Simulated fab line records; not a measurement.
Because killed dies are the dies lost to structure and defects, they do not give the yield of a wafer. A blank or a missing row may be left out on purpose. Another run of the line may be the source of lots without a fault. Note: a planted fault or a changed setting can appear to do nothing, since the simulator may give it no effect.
fab line records	flow n5_finfet
record lots=11	wafers=33	last_day=18
route steps=1938 shown MOL_CONTACT_COAG@620 TV_LITHO@1883 PASSIVATION@1911
lots with no fault: from the same line, run without faults
start_h: the number of hours between the record's first day and the start of the first shown wafer of the lot	wait_h: hours elapsed since this lot's preceding step	" identical to the entry in the row above	L1.1+2: a row that stands for several wafers	- no value present, or no start provided	* or withheld: withheld	< > ~ a bound
route shown NAME@n: a module of which the file shows steps, and the number in the route of the first	usual: the fault-free wafers' mean and standard deviation	same: alike in all rows	chamber/n: place in a boat	sites: per-site readings	_std_site: their standard deviation	_edge_site: inner sites' mean taken away from outer sites' mean	radius_mm: how far each site lies from the wafer's centre	mask NAME#n: copy n	behind: the most recent tool/chamber to have shaped the wafer	hold: cause of the lot's hold/its duration in hours/its outcome	device: whichever transistor did not switch (one of n, p or np)	end of line: at the end of the route, the tests of the same wafers	for a step that has no rows: nothing shown but its recipe	killed: dies that structure and defects cost at the first sort, which is not the same as the wafer's yield	map: per-die view of a wafer (x killed, . not killed, _ where there is no die)
set.NAME: the setting that was run; set.NAME@STEP: the one run at that earlier step	model.NAME: the simulator's own value behind a step, which no gauge read
one table for each step of the route and one row for each wafer, over a sample of lots
services: a tool's chamber out of use, with start hour (start_h, from the record's first day; less than 0 if before it), hours out, and reason
## steps
# step N5_MOL_CONTACT_COAG_PRECLEAN_138
# recipe chemistry=alkaline_clean	temp_c=60	time_s=60	do_ppb=50
lot.wafer	tool	chamber	start_h	wait_h
L770.1+5+6	wet_bench-02	2,7,4	110.65	0.1
L772.2+5+6	wet_bench-02	4,3,6	119.33	0.1
L776.1+4+6	wet_bench-03	0,2,5	145.81	0.1
L777.1+2+5	wet_bench-02	6,7,0	150.14	0.1
L778.2+5+6	wet_bench-03	6,7,5	158.55	0.1
L779.1+5+6	wet_bench-05	2,4,1	169.08	0.1
L780.2+3+5	wet_bench-02	0,2,5	172.35	0.1
L781.1+5+6	wet_bench-03	2,7,6	178.22	0.1
L782.2+3+5	wet_bench-05	6,0,7	189.05	0.1
L787.1+2+3	wet_bench-03	1,3,5	214.40	0.1
L791.2+3+6	wet_bench-03	5,6,0	240.39	0.1
# step N5_PASSIVATION_CD_MEAS_10
# recipe target_cd_nm=3000	landing_energy_ev=500	detector=se_inlens
# usual cd_nm=3000.3/2.6
lot.wafer	tool	chamber	start_h	wait_h	cd_nm
L772.2	cd_sem-02	0	280.81	-	3003.7
L772.5	"	0	"	"	3002.2
L772.6	"	0	"	"	2999.4
L770.1	cd_sem-03	0	281.75	-	2998.7
L770.5	"	0	"	"	3000.9
L770.6	"	0	"	"	3002.3
L776.1	cd_sem-02	0	310.05	-	2998.7
L776.4	"	0	"	"	3000.3
L776.6	"	0	"	"	2999.1
L777.1	cd_sem-03	0	321.54	-	3005.9
L777.2	"	0	"	"	3001.2
L777.5	"	0	"	"	3002.5
L778.2	cd_sem-03	0	329.98	-	2998.3
L778.5	"	0	"	"	3000.5
L778.6	"	0	"	"	3000.5
L779.1	cd_sem-03	0	330.15	-	3001.3
L779.5	"	0	"	"	3000.5
L779.6	"	0	"	"	3004.2
L780.2	cd_sem-03	0	334.22	-	2998.3
L780.3	"	0	"	"	2999.6
L780.5	"	0	"	"	2995.0
L781.1	cd_sem-01	0	345.48	-	3002.8
L781.5	"	0	"	"	3004.6
L781.6	"	0	"	"	3002.8
L782.2	cd_sem-03	0	352.18	-	3000.9
L782.3	"	0	"	"	3000.9
L782.5	"	0	"	"	3000.8
L787.1	cd_sem-03	0	387.76	-	3002.1
L787.2	"	0	"	"	3002.0
L787.3	"	0	"	"	3003.8
L791.2	cd_sem-01	0	416.18	-	3002.1
L791.3	"	0	"	"	3001.5
L791.6	"	0	"	"	3003.9
# step N5_PASSIVATION_STRIP_34
# recipe chemistry=O2	power_w=600	temp_c=60	pressure_mtorr=30	rf_frequency_hz=6e+07	bias_power_w=0	overash_fraction=2	o2_flow_sccm=225
# usual drypump_motor_current_A=5.7/0.53	oes_product_au=0.82/0.066	rf_vpp_V=3.7/1.6	showerhead_plenum_p_Torr=2.10/0.078	throttle_valve_pct=16.59/0.23
# same bias_power_w=0
lot.wafer	tool	chamber	start_h	wait_h	drypump_motor_current_A	oes_product_au	rf_hours_counter_h	rf_vpp_V	showerhead_plenum_p_Torr	throttle_valve_pct
L772.2	rie_diel-01	3	283.52	0.2	6.1	0.85	50	3.4	2.06	16.82
L772.5	"	3	"	"	6.0	0.85	-	3.3	2.06	16.74
L772.6	"	0	"	"	6.0	0.75	-	1.2	2.08	16.59
L770.1	rie_diel-02	0	284.39	0.1	5.6	0.69	224	7.5	1.99	16.82
L770.5	"	2	"	"	5.4	0.88	-	2.8	2.23	16.61
L770.6	"	0	"	"	5.6	0.69	-	4.4	1.99	16.82
L776.1	rie_diel-06	3	312.46	0.1	5.3	0.85	62	2.3	2.05	16.38
L776.4	"	2	"	"	5.5	0.79	102	2.5	2.11	17.00
L776.6	"	0	"	"	5.5	0.87	-	2.9	2.23	16.59
L777.1	rie_diel-01	1	323.92	0.1	6.7	0.87	59	1.3	2.04	16.77
L777.2	"	3	"	"	6.1	0.85	65	3.6	2.06	16.82
L777.5	"	0	"	"	6.0	0.72	-	3.2	2.07	16.59
L778.2	rie_diel-06	3	332.51	0.1	5.3	0.83	69	4.4	2.05	16.40
L778.5	"	3	"	"	5.3	0.84	-	3.3	2.05	16.32
L778.6	"	0	"	"	5.5	0.89	-	2.6	2.23	16.58
L779.1	rie_diel-06	2	332.63	0.1	5.5	0.78	109	1.7	2.11	17.04
L779.5	"	2	"	"	5.5	0.78	-	6.5	2.11	16.92
L779.6	"	3	"	"	5.3	0.85	-	3.3	2.05	16.33
L780.2	rie_diel-01	2	337.86	0.1	5.1	0.87	58	4.5	2.05	16.26
L780.3	"	1	"	"	6.7	0.83	63	3.7	2.04	16.80
L780.5	"	1	"	"	6.6	0.83	-	1.0	2.03	16.76
L781.1	rie_diel-02	1	348.55	0.2	5.4	0.91	33	5.6	2.22	16.33
L781.5	"	0	"	"	5.6	0.66	-	3.4	1.98	16.85
L781.6	"	3	"	"	6.5	0.96	-	2.2	2.21	16.00
L782.2	rie_diel-01	0	354.89	0.1	6.0	0.73	182	4.0	2.07	16.63
L782.3	"	1	"	"	6.7	0.84	70	2.5	2.03	16.77
L782.5	"	2	"	"	5.1	0.85	-	5.4	2.04	16.29
L787.1	rie_diel-01	0	391.67	0.1	6.0	0.70	194	5.5	2.06	16.73
L787.2	"	1	"	"	6.7	0.81	81	5.4	2.03	16.83
L787.3	"	3	"	"	6.1	0.83	88	3.7	2.05	16.84
L791.2	rie_diel-06	0	418.93	0.1	5.5	0.83	86	0.9	2.22	16.61
L791.3	"	1	"	"	5.0	0.71	202	4.8	2.08	16.55
L791.6	"	2	"	"	5.5	0.77	-	2.7	2.10	17.04
# step N5_PASSIVATION_STRIP_48
# recipe chemistry=O2	power_w=600	temp_c=60	pressure_mtorr=30	rf_frequency_hz=6e+07	bias_power_w=0	overash_fraction=0.5	o2_flow_sccm=225
# usual drypump_motor_current_A=5.6/0.51	oes_product_au=0.84/0.07	rf_vpp_V=3.6/2.4	showerhead_plenum_p_Torr=2.13/0.087	throttle_valve_pct=16.54/0.25
# same bias_power_w=0
lot.wafer	tool	chamber	start_h	wait_h	drypump_motor_current_A	oes_product_au	rf_hours_counter_h	rf_vpp_V	showerhead_plenum_p_Torr	throttle_valve_pct
L772.2	rie_diel-01	2	285.54	0.1	5.1	0.90	37	3.6	2.05	16.23
L772.5	"	1	"	"	6.7	0.89	-	5.7	2.04	16.63
L772.6	"	2	"	"	5.1	0.91	-	3.9	2.05	16.22
L770.1	rie_diel-01	1	286.62	0.1	6.7	0.86	44	5.0	2.04	16.67
L770.5	"	1	"	"	6.8	0.87	-	4.1	2.04	16.72
L770.6	"	2	"	"	5.1	0.87	-	2.7	2.05	16.24
L776.1	rie_diel-01	1	314.15	0.1	6.7	0.87	55	4.5	2.04	16.74
L776.4	"	3	"	"	6.1	0.80	62	0.1	2.06	16.80
L776.6	"	3	"	"	6.1	0.84	-	3.1	2.06	16.78
L777.1	rie_diel-02	1	326.11	0.1	5.3	0.91	27	5.3	2.22	16.40
L777.2	"	3	"	"	6.5	0.92	3	4.3	2.21	15.94
L777.5	"	1	"	"	5.4	0.94	-	11.4	2.22	16.37
L778.2	rie_diel-01	1	334.30	0.1	6.7	0.83	62	4.4	2.04	16.68
L778.5	"	3	"	"	6.1	0.86	-	1.4	2.06	16.92
L778.6	"	2	"	"	5.2	0.84	-	7.0	2.04	16.24
L779.1	rie_diel-06	3	334.60	0.1	5.3	0.83	70	6.8	2.05	16.33
L779.5	"	0	"	"	5.5	0.88	-	0	2.23	16.62
L779.6	"	1	"	"	4.9	0.77	-	2.1	2.09	16.56
L780.2	rie_diel-06	1	339.79	0.1	4.9	0.77	175	3.5	2.09	16.52
L780.3	"	2	"	"	5.5	0.77	111	2.8	2.11	16.98
L780.5	"	0	"	"	5.6	0.85	-	3.9	2.23	16.63
L781.1	rie_diel-02	1	350.37	0.1	5.4	0.92	34	2.5	2.22	16.40
L781.5	"	1	"	"	5.3	0.89	-	2.5	2.22	16.40
L781.6	"	2	"	"	5.5	0.84	-	4.3	2.22	16.64
L782.2	rie_diel-02	1	356.69	0.1	5.4	0.87	37	6.1	2.22	16.42
L782.3	"	2	"	"	5.3	0.85	75	5.0	2.22	16.57
L782.5	"	1	"	"	5.4	0.86	-	2.2	2.22	16.42
L787.1	rie_diel-02	2	393.36	0.1	5.5	0.82	89	4.3	2.21	16.65
L787.2	"	1	"	"	5.4	0.87	50	6.1	2.21	16.39
L787.3	"	0	"	"	5.6	0.90	8	6.9	2.24	16.45
L791.2	rie_diel-02	2	421.05	0.1	5.5	0.77	99	2.5	2.21	16.69
L791.3	"	3	"	"	6.5	0.91	35	5.6	2.20	16.03
L791.6	"	0	"	"	5.6	0.87	-	4.3	2.23	16.50
# step N5_PASSIVATION_PROBE_49
# usual defect_limited_yield=91.4/1.3	killed_at_M0_to_M3=34/10	killed_at_M4_up=14/5.6	killed_at_contacts=13/5.9	killed_at_front_end=37/9.9	killed_at_other=3.5/2.8	killed_dies=101/15	killed_open=67/12	killed_short=32/6.6	sort_bin_5_function=5.0/0.81	sort_bin_6_memory=3.2/0.66	sort_n_pass=1079/15	sort_yield_pct=91.4/1.3
# same gross_dies=1180	killed_at_back_side=0	sort_bin_4_leakage[%]=0	sort_bin_8_speed[%]=0
lot.wafer	tool	chamber	start_h	wait_h	defect_limited_yield[%]	killed_at_M0_to_M3	killed_at_M4_up	killed_at_contacts	killed_at_front_end	killed_at_other	killed_dies	killed_open	killed_short	sort_bin_5_function[%]	sort_bin_6_memory[%]	sort_n_pass	sort_yield_pct[%]
L777.1	prober-01	-	328.61	0.0	95.2	18	11	3	24	1	57	38	19	2.6	1.9	1123	95.2
L777.2	prober-01	-	328.66	0.1	91.9	26	12	9	43	5	95	56	38	4.7	3.0	1085	91.9
L777.5	prober-01	-	328.81	0.2	93.3	17	13	6	39	4	79	57	22	3.6	2.9	1101	93.3
L779.1	prober-02	-	337.09	0.0	91.9	45	8	10	29	4	96	68	28	4.9	3.1	1084	91.9
L779.5	prober-02	-	337.29	0.2	90.5	43	18	4	46	1	112	78	34	5.3	4.0	1068	90.5
L779.6	prober-02	-	337.34	0.3	89.1	57	11	11	45	5	129	86	43	6.4	4.2	1051	89.1
L787.1	prober-01	-	395.85	0.0	85.5	25	11	102	24	9	171	43	28	9.7	2.8	1009	85.5
L787.2	prober-01	-	395.90	0.1	83.6	36	14	113	28	3	194	53	32	11.0	3.7	986	83.6
L787.3	prober-01	-	395.95	0.1	82.1	35	4	131	37	4	211	50	43	11.9	4.7	969	82.1
L791.2	prober-02	-	423.61	0.1	82.0	40	9	120	39	4	212	65	35	12.0	4.2	968	82.0
L791.3	prober-02	-	423.66	0.1	82.3	24	12	129	39	5	209	63	31	10.5	5.5	971	82.3
L791.6	prober-02	-	423.81	0.3	86.0	36	19	86	23	1	165	51	37	9.0	3.7	1015	86.0
# killed by level:class
L777.1 FIN_SAQP:geometric_particle:open=10 GATE_CUT:geometric_particle:short=5 BEOL_M2:geometric_particle:open=5 BEOL_M4:geometric_particle:open=4 STI_FIN_REVEAL:geometric_particle:open=3 MOL_CONTACT_COAG:geometric_particle:open=3 BEOL_M0_SAQP:geometric_particle:short=3 BEOL_M1:geometric_particle:short=3
L777.2 FIN_SAQP:geometric_particle:open=19 FIN_SAQP:geometric_particle:short=10 BEOL_M4:geometric_particle:open=7 MOL_CONTACT_COAG:geometric_particle:open=6 BEOL_M0_SAQP:geometric_particle:short=6 BEOL_M2:geometric_particle:open=6 DUMMY_GATE:geometric_particle:open=5 GATE_CUT:geometric_particle:short=4
L777.5 FIN_SAQP:geometric_particle:open=18 FIN_SAQP:geometric_particle:short=11 BEOL_M5:geometric_particle:open=7 BEOL_M1:geometric_particle:open=5 MOL_CONTACT_COAG:geometric_particle:open=4 BEOL_M0_SAQP:geometric_particle:short=4 STARTING-WAFER:geometric_particle:short=3 BEOL_M0_SAQP:geometric_particle:open=3
L779.1 BEOL_M0_SAQP:geometric_particle:open=9 MOL_CONTACT_COAG:geometric_particle:open=8 BEOL_M2:geometric_particle:open=8 STI_FIN_REVEAL:geometric_particle:open=7 BEOL_M0_SAQP:geometric_particle:short=7 BEOL_M3:geometric_particle:open=7 BEOL_M1:geometric_particle:open=6 FIN_SAQP:geometric_particle:short=4
L779.5 BEOL_M2:geometric_particle:open=15 STI_FIN_REVEAL:geometric_particle:open=11 BEOL_M0_SAQP:geometric_particle:short=7 BEOL_M5:geometric_particle:open=6 FIN_SAQP:geometric_particle:open=6 BEOL_M4:geometric_particle:open=6 BEOL_M1:geometric_particle:open=5 BEOL_M3:geometric_particle:open=5
L779.6 BEOL_M0_SAQP:geometric_particle:short=14 BEOL_M0_SAQP:geometric_particle:open=13 BEOL_M1:geometric_particle:open=11 DUMMY_GATE:geometric_particle:open=9 MOL_CONTACT_COAG:geometric_particle:open=9 FIN_SAQP:geometric_particle:short=7 STI_FIN_REVEAL:geometric_particle:open=7 BEOL_M2:geometric_particle:open=7
L787.1 MOL_CONTACT_COAG:unspecified=98 BEOL_M0_SAQP:geometric_particle:short=8 BEOL_M2:geometric_particle:open=7 FIN_SAQP:geometric_particle:open=4 BEOL_M4:geometric_particle:open=4 STI_FIN_REVEAL:geometric_particle:open=3 DUMMY_GATE:geometric_particle:open=3 GATE_CUT:geometric_particle:short=3
L787.2 MOL_CONTACT_COAG:unspecified=109 BEOL_M0_SAQP:geometric_particle:short=15 BEOL_M4:geometric_particle:open=9 BEOL_M2:geometric_particle:open=8 FIN_SAQP:geometric_particle:short=7 FIN_SAQP:geometric_particle:open=7 BEOL_M0_SAQP:geometric_particle:open=7 STI_FIN_REVEAL:geometric_particle:open=6
L787.3 MOL_CONTACT_COAG:unspecified=117 BEOL_M0_SAQP:geometric_particle:short=17 MOL_CONTACT_COAG:geometric_particle:open=12 BEOL_M0_SAQP:geometric_particle:open=7 STI_FIN_REVEAL:geometric_particle:open=6 DUMMY_GATE:geometric_particle:open=6 FIN_SAQP:geometric_particle:short=5 GATE_CUT:geometric_particle:short=5
L791.2 MOL_CONTACT_COAG:unspecified=112 FIN_SAQP:geometric_particle:open=13 BEOL_M0_SAQP:geometric_particle:open=11 BEOL_M0_SAQP:geometric_particle:short=10 MOL_CONTACT_COAG:geometric_particle:open=7 BEOL_M1:geometric_particle:open=7 GATE_CUT:geometric_particle:short=5 FIN_SAQP:geometric_particle:short=4
L791.3 MOL_CONTACT_COAG:unspecified=114 MOL_CONTACT_COAG:geometric_particle:open=13 FIN_SAQP:geometric_particle:open=9 STI_FIN_REVEAL:geometric_particle:open=9 DUMMY_GATE:geometric_particle:open=5 BEOL_M0_SAQP:geometric_particle:short=5 BEOL_M0_SAQP:geometric_particle:open=4 BEOL_M1:geometric_particle:open=4
L791.6 MOL_CONTACT_COAG:unspecified=77 BEOL_M0_SAQP:geometric_particle:short=11 MOL_CONTACT_COAG:geometric_particle:open=8 BEOL_M3:geometric_particle:open=8 BEOL_M1:geometric_particle:open=6 FIN_SAQP:geometric_particle:open=5 FIN_SAQP:geometric_particle:short=5 GATE_CUT:geometric_particle:short=5
## services
tool	chamber	start_h	hours	kind
rie_diel-02	-	96.68	28.1	pm
rie_diel-01	-	105.62	2.8	pm
wet_bench-05	-	106.12	1.9	pm
rie_diel-01	3	118.77	-	clean
rie_diel-01	3	118.77	-	consumable_replace:focus_ring
rie_diel-01	3	118.77	22.9	scheduled_down
rie_diel-01	3	118.77	22.9	vent_cycle
rie_diel-02	3	126.12	3.5	repair
rie_diel-02	2	139.13	-	clean
rie_diel-02	2	139.13	-	consumable_replace:focus_ring
rie_diel-01	1	141.67	-	clean
rie_diel-01	1	141.67	-	consumable_replace:focus_ring
rie_diel-01	1	141.67	20.2	scheduled_down
rie_diel-01	1	141.67	20.2	vent_cycle
rie_diel-02	3	143.67	19.0	repair
rie_diel-01	2	162.14	-	clean
rie_diel-01	2	162.14	-	consumable_replace:focus_ring
rie_diel-01	2	162.14	15.7	scheduled_down
rie_diel-01	2	162.14	15.7	vent_cycle
rie_diel-02	1	209.60	1.2	repair
rie_diel-06	2	212.80	6.6	repair
rie_diel-01	0	231.78	6.0	repair
rie_diel-02	0	262.90	4.5	repair
rie_diel-06	0	323.70	2.2	repair
## key
first_sign step=N5_PASSIVATION_PROBE_49	reading=killed_at_contacts	direction=up	sigmas=17	usual=13	struck=114
effect step=N5_PASSIVATION_PROBE_49	reading=defect_limited_yield	direction=down	sigmas=6.1	usual=91.4	struck=83.6
more_kills_born_at N5_MOL_CONTACT_COAG_PRECLEAN_138@wet_bench-03=627
met_at N5_MOL_CONTACT_COAG_PRECLEAN_138
struck_lots L787,L791
not_acting_at N5_PASSIVATION_CD_MEAS_10,N5_PASSIVATION_STRIP_34,N5_PASSIVATION_STRIP_48
onset_between 178.22 214.40
also_fits time
fault kind=chamber_particle_source	tool=wet_bench-03	chamber=-	onset_h=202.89	steps=N5_MOL_CONTACT_COAG_PRECLEAN_138	rate_per_visit_cm2=0.68883	end_h=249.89
